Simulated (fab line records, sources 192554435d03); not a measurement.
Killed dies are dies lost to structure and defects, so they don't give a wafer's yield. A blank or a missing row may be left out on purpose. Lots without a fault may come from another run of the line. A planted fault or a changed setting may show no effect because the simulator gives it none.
Chamber matching | flow n5_finfet | N5_HKMG_FIN_ALD_75 on ald_hk-03: 4 sister chambers
The step deposits Al2O3, target thk 1 nm, co reactant pulse time 1 s. 4 wafers are shown with their chamber, then 7 later ones without.

WAFERS WITH THEIR CHAMBER
wafer  | chamber | heater_power_w (W)
L078.1 | 0       | 145
L079.6 | 2       | 135
L084.3 | 3       | 140
L084.4 | 1       | 162

WAFERS WITHOUT THEIR CHAMBER
wafer  | heater_power_w (W)
L084.5 | 165
L088.2 | 142
L088.4 | 147
L088.6 | 141
L089.2 | 146
L089.4 | 138
L089.6 | 161

WHICH CHAMBER EACH WENT THROUGH
wafer  | from the rows above     | in truth
L084.5 | 1                       | 1
L088.2 | can't be placed: 3 or 0 | 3
L088.4 | 0                       | 0
L088.6 | can't be placed: 3 or 0 | 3
L089.2 | 0                       | 0
L089.4 | can't be placed: 3 or 2 | 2
L089.6 | 1                       | 1
Placed correctly: 4 of 7. Can't be placed from these rows: 3 (the true chamber is among the candidates in 3). Placed wrongly: 0.
How it was worked out, from the rows above alone: a wafer's distance from a chamber is the root of the sum, over the readings, of the square of ((its reading less the chamber's mean) divided by the reading's scatter). The wafer belongs to the nearest chamber; if the next one is less than 2 further off, it can't be placed. A chamber's mean is the mean of its shown wafers. The scatter: with one shown wafer a chamber, the root of the mean of the squares of how far each hidden wafer lies from its nearest shown one.
